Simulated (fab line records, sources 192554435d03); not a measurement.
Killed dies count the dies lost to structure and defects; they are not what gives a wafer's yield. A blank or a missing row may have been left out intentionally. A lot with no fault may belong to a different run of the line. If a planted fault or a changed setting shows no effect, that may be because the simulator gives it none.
fab line records + flow n5_finfet + part 2 of 2: steps 18 to 23 of 23
record:
- lots: 5
- wafers: 15
- last_day: 18
route steps=1938 shown FIN_SAQP@116
lots with no fault: from the same line, run without faults
start_h: hours from the record's opening day to when the first of the lot's shown wafers began + wait_h: hours since the lot's step before + " identical to the entry in the row above + L1.1+2: one row covering several wafers at once + - no value, or no start given + * or withheld: withheld + < > ~ a bound
route shown NAME@n: names a module that has steps shown in the file, with the first one's number in the route + usual: mean and standard deviation over wafers with no fault + same: alike in all rows + chamber/n: place in a boat + sites: readings site by site + _std_site: their standard deviation + _edge_site: mean of outer sites minus mean of inner sites + radius_mm: how far each site lies from the wafer's centre + mask NAME#n: copy n + behind: tool/chamber where the wafer was last shaped + hold: reason for holding the lot/hours on hold/outcome of the hold + device: which transistor (n, p or np) failed to switch + end of line: tests run on the same wafers once the route is complete + a step given without rows: its recipe and nothing more + killed: dies that structure and defects cost at the first sort, which is not the same as the wafer's yield + map: per-die view of a wafer (x killed, . not killed, _ where there is no die)
set.NAME: the run value of the setting; set.NAME@STEP: its run value at that earlier step + model.NAME: the simulator's own value behind a step, which no gauge read
lots at some steps of the route; a table a step, a row a wafer
services: when a tool's chamber went out of use (start_h, in hours from the record's first day, below 0 if earlier), for how many hours, and the reason
== steps ==
step: N5_FIN_SAQP_COAT_68
recipe:
- resist: SOC
- temp_c: 250
- time_s: 60
- spin_rpm: 1500
- resist_thk_nm: 100
usual:
- dispense_pressure_kPa: 45/4.2
- heater_power_total_W: 500.3/1.8
- spin_speed_rpm: 1499.8/0.89
same:
- time_s: 60
| lot.wafer | tool           | chamber | start_h | wait_h | dispense_pressure_kPa | heater_power_total_W | spin_speed_rpm |
|-----------|----------------|---------|---------|--------|-----------------------|----------------------|----------------|
| L080.1    | litho_track-01 | 0       | 60.70   | 0.3    | 43                    | 501.0                | 1497.9         |
| L080.3    | "              | 0       | "       | "      | 43                    | 499.1                | 1500.0         |
| L080.6    | "              | 0       | "       | "      | 43                    | 501.6                | 1500.2         |
| L085.1    | litho_track-03 | 0       | 90.32   | 0.3    | 42                    | 498.5                | 1500.0         |
| L085.2    | "              | 0       | "       | "      | 42                    | 498.9                | 1498.6         |
| L085.4    | "              | 0       | "       | "      | 42                    | 499.2                | 1499.1         |
| L088.1    | litho_track-01 | 0       | 108.32  | 0.3    | 43                    | 499.3                | 1498.3         |
| L088.4    | "              | 0       | "       | "      | 43                    | 501.7                | 1500.7         |
| L088.5    | "              | 0       | "       | "      | 43                    | 498.0                | 1499.8         |
| L091.2    | litho_track-03 | 0       | 129.21  | 0.3    | 42                    | 501.6                | 1500.5         |
| L091.4    | "              | 0       | "       | "      | 42                    | 498.8                | 1500.8         |
| L091.5    | "              | 0       | "       | "      | 42                    | 498.0                | 1499.1         |
| L097.3    | litho_track-02 | 0       | 163.21  | 0.2    | 52                    | 498.3                | 1499.2         |
| L097.5    | "              | 0       | "       | "      | 52                    | 503.1                | 1499.0         |
| L097.6    | "              | 0       | "       | "      | 52                    | 501.2                | 1498.4         |
step: N5_FIN_SAQP_ETCH_69
recipe:
- chemistry: N2/H2
- target: SOC
- target_depth_a: 1500
- stop_on: SiNx
- ion_energy_ev: 100
- bias_w: 61
- pressure_mtorr: 30
- source_w: 850
- n2_flow_sccm: 200
- h2_flow_sccm: 200
usual:
- drypump_motor_current_A: 5.7/0.51
- oes_product_au: 0.78/0.088
- rf_vpp_V: 241.6/1.1
- showerhead_plenum_p_Torr: 2.61/0.062
- throttle_valve_pct: 17.72/0.27
| lot.wafer | tool        | chamber | start_h | wait_h | drypump_motor_current_A | oes_product_au | rf_hours_counter_h | rf_vpp_V | showerhead_plenum_p_Torr | throttle_valve_pct |
|-----------|-------------|---------|---------|--------|-------------------------|----------------|--------------------|----------|--------------------------|--------------------|
| L080.1    | rie_diel-05 | 3       | 60.76   | -      | 6.1                     | 0.72           | 159                | 242.9    | 2.66                     | 17.89              |
| L080.3    | "           | 2       | "       | "      | 5.9                     | 0.74           | 169                | 241.2    | 2.63                     | 17.38              |
| L080.6    | "           | 0       | "       | "      | 5.5                     | 0.79           | -                  | 241.8    | 2.67                     | 17.75              |
| L085.1    | rie_diel-04 | 2       | 90.38   | -      | 4.9                     | 0.66           | 243                | 240.3    | 2.61                     | 18.33              |
| L085.2    | "           | 0       | "       | "      | 6.7                     | 0.89           | 25                 | 242.6    | 2.69                     | 17.26              |
| L085.4    | "           | 1       | "       | "      | 5.6                     | 0.79           | 97                 | 241.4    | 2.55                     | 17.49              |
| L088.1    | rie_diel-04 | 0       | 108.38  | -      | 6.6                     | 0.88           | 31                 | 241.8    | 2.68                     | 17.28              |
| L088.4    | "           | 1       | "       | "      | 5.6                     | 0.79           | 103                | 239.6    | 2.55                     | 17.52              |
| L088.5    | "           | 1       | "       | "      | 5.6                     | 0.79           | -                  | 239.3    | 2.55                     | 17.51              |
| L091.2    | rie_diel-05 | 2       | 129.33  | -      | 5.9                     | 0.73           | 194                | 241.9    | 2.62                     | 17.44              |
| L091.4    | "           | 3       | "       | "      | 6.1                     | 0.71           | 182                | 241.1    | 2.65                     | 17.93              |
| L091.5    | "           | 2       | "       | "      | 5.9                     | 0.73           | -                  | 242.4    | 2.62                     | 17.43              |
| L097.3    | rie_diel-01 | 3       | 163.26  | -      | 5.8                     | 0.88           | 33                 | 242.3    | 2.58                     | 17.99              |
| L097.5    | "           | 2       | "       | "      | 5.9                     | 0.68           | -                  | 242.2    | 2.62                     | 17.70              |
| L097.6    | "           | 3       | "       | "      | 5.8                     | 0.88           | -                  | 242.6    | 2.59                     | 18.00              |
step: N5_FIN_SAQP_ETCH_67
recipe:
- chemistry: CH3F/O2
- target: SiNx
- target_depth_a: 300
- mask_material: SOC
- pressure_mtorr: 30
- source_w: 395
- bias_w: 73
- Ar_flow_sccm: 150
- CH3F_flow_sccm: 30
- O2_flow_sccm: 20
- ion_energy_ev: 120
usual:
- drypump_motor_current_A: 5.7/0.51
- oes_product_au: 0.79/0.09
- rf_vpp_V: 301/5.1
- showerhead_plenum_p_Torr: 2.05/0.045
- throttle_valve_pct: 16.27/0.21
| lot.wafer | tool        | chamber | start_h | wait_h | drypump_motor_current_A | oes_product_au | rf_hours_counter_h | rf_vpp_V | showerhead_plenum_p_Torr | throttle_valve_pct |
|-----------|-------------|---------|---------|--------|-------------------------|----------------|--------------------|----------|--------------------------|--------------------|
| L080.1    | rie_diel-05 | 3       | 60.82   | 0.0    | 6.1                     | 0.73           | 159                | 295      | 2.08                     | 16.33              |
| L080.3    | "           | 2       | "       | "      | 5.9                     | 0.75           | 169                | 309      | 2.10                     | 16.18              |
| L080.6    | "           | 0       | "       | "      | 5.6                     | 0.79           | -                  | 300      | 2.09                     | 16.22              |
| L085.1    | rie_diel-04 | 2       | 90.44   | 0.0    | 5.0                     | 0.68           | 243                | 298      | 2.05                     | 16.74              |
| L085.2    | "           | 0       | "       | "      | 6.7                     | 0.90           | 25                 | 299      | 2.12                     | 15.94              |
| L085.4    | "           | 1       | "       | "      | 5.7                     | 0.80           | 97                 | 294      | 2.02                     | 16.13              |
| L088.1    | rie_diel-04 | 0       | 108.44  | 0.0    | 6.7                     | 0.89           | 32                 | 301      | 2.11                     | 15.95              |
| L088.4    | "           | 1       | "       | "      | 5.6                     | 0.79           | 103                | 294      | 2.02                     | 16.13              |
| L088.5    | "           | 1       | "       | "      | 5.7                     | 0.79           | -                  | 294      | 2.02                     | 16.15              |
| L091.2    | rie_diel-05 | 2       | 129.39  | 0.0    | 5.9                     | 0.73           | 194                | 310      | 2.09                     | 16.23              |
| L091.4    | "           | 3       | "       | "      | 6.1                     | 0.71           | 182                | 295      | 2.07                     | 16.38              |
| L091.5    | "           | 2       | "       | "      | 5.9                     | 0.74           | -                  | 310      | 2.09                     | 16.24              |
| L097.3    | rie_diel-01 | 3       | 163.32  | 0.0    | 5.8                     | 0.89           | 33                 | 301      | 2.04                     | 16.50              |
| L097.5    | "           | 2       | "       | "      | 5.9                     | 0.68           | -                  | 304      | 2.05                     | 16.22              |
| L097.6    | "           | 3       | "       | "      | 5.7                     | 0.89           | -                  | 300      | 2.04                     | 16.48              |
step: N5_FIN_SAQP_STRIP_70
recipe:
- chemistry: N2/H2
- power_w: 500
- temp_c: 40
- pressure_mtorr: 50
- rf_frequency_hz: 6e+07
- overash_fraction: 0.3
- bias_power_w: 28
- h2_frac: 0.5
- n2_flow_sccm: 300
- h2_flow_sccm: 300
usual:
- drypump_motor_current_A: 5.7/0.51
- oes_product_au: 0.80/0.089
- rf_vpp_V: 122.4/0.99
- showerhead_plenum_p_Torr: 3.45/0.079
- throttle_valve_pct: 18.8/0.44
| lot.wafer | tool        | chamber | start_h | wait_h | drypump_motor_current_A | oes_product_au | rf_hours_counter_h | rf_vpp_V | showerhead_plenum_p_Torr | throttle_valve_pct |
|-----------|-------------|---------|---------|--------|-------------------------|----------------|--------------------|----------|--------------------------|--------------------|
| L080.1    | rie_diel-05 | 3       | 60.86   | 0.0    | 6.1                     | 0.74           | 159                | 123.7    | 3.50                     | 19.1               |
| L080.3    | "           | 2       | "       | "      | 5.9                     | 0.76           | 169                | 121.5    | 3.48                     | 18.2               |
| L080.6    | "           | 0       | "       | "      | 5.6                     | 0.81           | -                  | 123.3    | 3.52                     | 18.8               |
| L085.1    | rie_diel-04 | 2       | 90.48   | 0.0    | 5.0                     | 0.69           | 243                | 121.8    | 3.44                     | 19.7               |
| L085.2    | "           | 0       | "       | "      | 6.7                     | 0.90           | 25                 | 121.7    | 3.54                     | 18.1               |
| L085.4    | "           | 1       | "       | "      | 5.7                     | 0.80           | 97                 | 122.0    | 3.37                     | 18.5               |
| L088.1    | rie_diel-04 | 0       | 108.48  | 0.0    | 6.7                     | 0.90           | 32                 | 122.5    | 3.54                     | 18.1               |
| L088.4    | "           | 1       | "       | "      | 5.7                     | 0.79           | 103                | 121.8    | 3.37                     | 18.5               |
| L088.5    | "           | 1       | "       | "      | 5.7                     | 0.80           | -                  | 122.7    | 3.37                     | 18.5               |
| L091.2    | rie_diel-05 | 2       | 129.43  | 0.0    | 5.9                     | 0.75           | 194                | 123.5    | 3.46                     | 18.3               |
| L091.4    | "           | 3       | "       | "      | 6.1                     | 0.73           | 182                | 123.0    | 3.49                     | 19.2               |
| L091.5    | "           | 2       | "       | "      | 5.9                     | 0.75           | -                  | 122.0    | 3.46                     | 18.3               |
| L097.3    | rie_diel-01 | 3       | 163.36  | 0.0    | 5.8                     | 0.89           | 33                 | 123.1    | 3.41                     | 19.3               |
| L097.5    | "           | 2       | "       | "      | 5.9                     | 0.68           | -                  | 123.3    | 3.45                     | 18.8               |
| L097.6    | "           | 3       | "       | "      | 5.8                     | 0.90           | -                  | 121.6    | 3.41                     | 19.3               |
step: N5_FIN_SAQP_RECESS_71
recipe:
- chemistry: HF/NH3
- target: SiO2
- target_depth_a: 30
- afs_cycles: 1
- temp_c: 30
- sublimation_temp_c: 180
- sublimation_time_s: 60
usual:
- drypump_motor_current_A: 6.1/0.43
| lot.wafer | tool          | chamber | start_h | wait_h | drypump_motor_current_A |
|-----------|---------------|---------|---------|--------|-------------------------|
| L080.1    | vapor_etch-01 | 1       | 60.92   | 0.0    | 6.6                     |
| L080.3    | "             | 0       | "       | "      | 5.7                     |
| L080.6    | "             | 0       | "       | "      | 5.7                     |
| L085.1    | vapor_etch-02 | 1       | 90.65   | 0.2    | 5.6                     |
| L085.2    | "             | 0       | "       | "      | 6.4                     |
| L085.4    | "             | 0       | "       | "      | 6.4                     |
| L088.1    | vapor_etch-01 | 1       | 108.54  | 0.0    | 6.6                     |
| L088.4    | "             | 1       | "       | "      | 6.6                     |
| L088.5    | "             | 0       | "       | "      | 5.7                     |
| L091.2    | vapor_etch-02 | 1       | 129.49  | 0.0    | 5.6                     |
| L091.4    | "             | 0       | "       | "      | 6.4                     |
| L091.5    | "             | 1       | "       | "      | 5.6                     |
| L097.3    | vapor_etch-01 | 0       | 163.58  | 0.2    | 5.7                     |
| L097.5    | "             | 0       | "       | "      | 5.7                     |
| L097.6    | "             | 1       | "       | "      | 6.6                     |
step: N5_FIN_SAQP_SPACER2_ALD_28
recipe:
- material: SiO2
- target_thk_a: 81
- temp_c: 300
- ald_precursor_family: BDEAS
- ald_co_reactant: O2-plasma
- pulse_time_s: 1
- purge_time_s: 2
- co_reactant_purge_time_s: 2
- pressure_torr: 2
usual:
- heater_power_w: 475/35
- precursor_pulse_height_rel: 0.999/0.02
| lot.wafer | tool       | chamber | start_h | wait_h | heater_power_w | precursor_pulse_height_rel |
|-----------|------------|---------|---------|--------|----------------|----------------------------|
| L080.1    | ald_sin-02 | 3       | 61.07   | 0.1    | 458            | 1.023                      |
| L080.3    | "          | 2       | "       | "      | 439            | 1.023                      |
| L080.6    | "          | 3       | "       | "      | 457            | 1.015                      |
| L085.1    | ald_sin-03 | 2       | 90.80   | 0.1    | 410            | 0.995                      |
| L085.2    | "          | 0       | "       | "      | 480            | 1.008                      |
| L085.4    | "          | 1       | "       | "      | 442            | 0.986                      |
| L088.1    | ald_sin-03 | 1       | 108.69  | 0.1    | 440            | 1.028                      |
| L088.4    | "          | 2       | "       | "      | 418            | 1.011                      |
| L088.5    | "          | 3       | "       | "      | 488            | 1.035                      |
| L091.2    | ald_sin-01 | 3       | 129.76  | 0.2    | 543            | 0.972                      |
| L091.4    | "          | 1       | "       | "      | 467            | 1.015                      |
| L091.5    | "          | 1       | "       | "      | 464            | 0.999                      |
| L097.3    | ald_sin-02 | 3       | 163.68  | 0.1    | 469            | 1.016                      |
| L097.5    | "          | 2       | "       | "      | 425            | 1.043                      |
| L097.6    | "          | 3       | "       | "      | 466            | 1.000                      |
== services ==
| tool          | chamber | start_h | hours | kind                          |
|---------------|---------|---------|-------|-------------------------------|
| rie_diel-05   | -       | 34.69   | 1.0   | repair                        |
| ald_sin-03    | 3       | 38.16   | 1.4   | repair                        |
| ald_sin-01    | 0       | 45.53   | 13.5  | repair                        |
| rie_si-01     | 3       | 47.89   | 7.4   | repair                        |
| ald_sin-02    | 0       | 53.81   | 3.1   | repair                        |
| rie_si-06     | 3       | 58.24   | 19.6  | repair                        |
| vapor_etch-02 | -       | 59.10   | 14.6  | pm                            |
| ald_sin-01    | -       | 60.51   | 4.3   | pm                            |
| ald_sin-02    | -       | 86.04   | 14.0  | pm                            |
| rie_si-01     | 2       | 87.55   | 7.8   | repair                        |
| rie_si-02     | 0       | 88.89   | 8.8   | repair                        |
| rie_diel-01   | 2       | 92.18   | 1.8   | repair                        |
| rie_diel-05   | 1       | 94.47   | 6.9   | repair                        |
| rie_diel-04   | 2       | 110.55  | -     | clean                         |
| rie_diel-04   | 2       | 110.55  | -     | consumable_replace:focus_ring |
| rie_diel-04   | 2       | 110.55  | 21.2  | scheduled_down                |
| rie_diel-04   | 2       | 110.55  | 21.2  | vent_cycle                    |
| rie_si-01     | 2       | 113.37  | 13.3  | repair                        |
| rie_diel-04   | -       | 119.05  | 14.6  | pm                            |
| rie_diel-01   | -       | 122.14  | 14.6  | pm                            |
| rie_si-02     | 2       | 124.44  | 2.5   | repair                        |
| rie_diel-05   | 3       | 143.24  | 5.5   | repair                        |
| rie_diel-05   | -       | 156.81  | 0.4   | repair                        |
| rie_diel-04   | 1       | 158.29  | 13.6  | repair                        |
